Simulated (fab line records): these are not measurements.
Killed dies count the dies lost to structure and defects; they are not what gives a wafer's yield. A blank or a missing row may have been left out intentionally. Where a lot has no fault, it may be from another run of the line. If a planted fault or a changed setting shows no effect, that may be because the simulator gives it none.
Split-lot experiment | flow n5-finfet | route with 1938 steps; 7 lots, 21 wafers read

== THE SPLIT ==
At N5_WELL_APT_PEB_23 (peb time 90 s), the setting peb-temp-c was moved away from the recipe's 130 C on 9 of the 21 wafers read, by -2.6% to +2.0%. This setting was run at the recipe's value on the other wafers.

== FROM THE SPLIT TO THE READING: what the file shows between them, 2 steps ==
- N5_WELL_APT_DEVELOP_24: develop time 45 s
- N5_WELL_APT_HARDBAKE_29: time 120 s

== THE READING ==
cd-nm at N5_WELL_APT_CD_MEAS_25, given in nm (cd target 200 nm). Typical for fault-free wafers on this fab line: 199.6 nm, with standard deviation 1.4 nm.

wafer  | tool, chamber at the split | peb-temp-c as run, C | against the recipe | cd-nm, nm | against lot-mates on the recipe
L074.1 | litho-track-01, 0          | 130                  | recipe             | 195.1     | -
L074.3 | litho-track-01, 0          | 132.6                | +2.0%              | 208.9     | +13.8
L074.5 | litho-track-01, 0          | 132.6                | +2.0%              | 207.9     | +12.8
L075.1 | litho-track-01, 0          | 130                  | recipe             | 202.8     | -
L075.3 | litho-track-01, 0          | 128                  | -1.5%              | 190.3     | -12.5
L075.6 | litho-track-01, 0          | 128                  | -1.5%              | 192.0     | -10.8
L076.3 | litho-track-01, 0          | 130                  | recipe             | 197.1     | -
L076.5 | litho-track-01, 0          | 130                  | recipe             | 198.7     | -
L076.6 | litho-track-01, 0          | 130                  | recipe             | 197.2     | -
L079.1 | litho-track-05, 0          | 128.6                | -1.1%              | 190.6     | -9.7
L079.5 | litho-track-05, 0          | 128.6                | -1.1%              | 191.4     | -8.9
L079.6 | litho-track-05, 0          | 130                  | recipe             | 200.3     | -
L089.2 | litho-track-05, 0          | 130                  | recipe             | 201.1     | -
L089.4 | litho-track-05, 0          | 130                  | recipe             | 199.6     | -
L089.5 | litho-track-05, 0          | 130                  | recipe             | 197.4     | -
L091.1 | litho-track-01, 0          | 130                  | recipe             | 198.3     | -
L091.3 | litho-track-01, 0          | 127.4                | -2.0%              | 182.7     | -16.2
L091.5 | litho-track-01, 0          | 130                  | recipe             | 199.6     | -
L096.2 | litho-track-05, 0          | 126.6                | -2.6%              | 175.1     | -23.6
L096.3 | litho-track-05, 0          | 126.6                | -2.6%              | 176.5     | -22.2
L096.5 | litho-track-05, 0          | 130                  | recipe             | 198.7     | -

THE FIT
A straight line over all 21 wafers: cd-nm changes by +6.88 nm for each +1% of peb-temp-c; r = +0.95; the points scatter about the line by 2.8 nm.
The same after taking each lot's own level away (the mean of its wafers on the recipe; 21 wafers): +7.85 nm for each +1%; r = +0.99; scatter 1.3 nm.
On that fit, the largest move of peb-temp-c shifts the reading by 21 nm.
The lots' own levels span 195.10 to 202.80 nm, that is 5.5 times the standard deviation above.
Hence the slope depends on the lot-to-lot level, as the two fits are not the same.
Check: with one of the wafers moved furthest among these (-2.6%) left out of the fit, the line predicts -20.4 nm for it against its lot-mates. Against them it came out at -23.6 nm.

== ADDITIONAL SPLITS CARRIED BY THESE WAFERS ==
Before the reading, these wafers also passed through other splits. Each is held against what the fit with the lots' levels taken away leaves over:
other split on the same wafers | wafers away from the commonest value | r with cd-nm (lot level and that fit taken away)
N5_WELL_APT_COAT_02 spin-rpm   | 8                                    | -0.22
N5_WELL_APT_COAT_19 spin-rpm   | 8                                    | +0.48

== FILE'S OWN FIT ==
cd-nm changes by +7.99 nm for each +1% of peb-temp-c, r = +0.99.
